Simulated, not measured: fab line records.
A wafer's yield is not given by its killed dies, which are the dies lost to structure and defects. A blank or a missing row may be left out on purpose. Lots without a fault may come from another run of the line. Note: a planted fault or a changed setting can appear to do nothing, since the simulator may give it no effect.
One fault through the eyes of 2 desks -- flow nand_harc -- what lay behind the numbers comes last; until then each desk has only its own

== AT THE TOOL OWNER'S DESK: litho_track-01 ==
At NHARC_P_M1_SOFTBAKE_04 (time 55 s), the tool's own readings, given per lot that ran on this tool as the mean of the sampled wafers with a number. Any lot whose mean is over 4 standard deviations away from the usual mean is out of limits and marked OUT; that distance is given in the brackets.
Columns: A = heater_power_total_W at NHARC_P_M1_SOFTBAKE_04, usual 188.43 W
lot,first seen here,A
L537,day 6 05:00,188.29
L536,day 6 15:00,188.54
L542,day 7 21:00,188.36
L544,day 8 02:00,188.45
L546,day 9 06:00,188.52
L552,day 10 11:00,166.77 (-99 or more) OUT
L553,day 10 13:00,166.66 (-99 or more) OUT
This desk's verdict: out of limits on L552, L553, starting with L552 at day 10 11:00 (heater_power_total_W at NHARC_P_M1_SOFTBAKE_04). L537, L536, L542, L544, L546 stayed within limits.

== THE DEFECT DESK ==
What the inspections along the route counted, lot by lot: means of the sampled wafers that have a number. Any lot whose mean is over 4 standard deviations away from the usual mean is out of limits and marked OUT; that distance is given in the brackets.
Columns: A = raw_defect_count at NHARC_P_CONTACT_INSPECT_27, usual 277
lot,first seen here,A
L535,day 5 20:52,248
L537,day 6 00:42,233
L536,day 6 10:08,183
L539,day 6 14:06,255
L542,day 7 16:54,265
L544,day 7 21:34,210
L543,day 7 22:08,342
L546,day 9 01:52,287
L552,day 10 06:46,252
L553,day 10 08:59,236
L556,day 11 00:29,283
L558,day 11 06:35,325
This desk's verdict: no lot among the 12 shows anything out of limits.

== BROUGHT TOGETHER ==
At day 10 11:00, on L552, L553, the tool owner's desk was in a position to raise an alarm.
Nothing the defect desk looked at was out of limits.
The defect desk has L552, L553 on record, within its limits.
The lots listed all ran NHARC_P_M1_SOFTBAKE_04 on litho_track-01.

== WHAT HAD BEEN PUT IN BY THE SIMULATOR ==
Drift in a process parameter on litho_track-01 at NHARC_P_M1_SOFTBAKE_04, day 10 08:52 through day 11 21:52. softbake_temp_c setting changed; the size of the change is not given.
Lots struck among those shown: L552, L553.
Delay in hours, fault start to first out-of-limits reading, by desk: the tool owner's desk at 2.
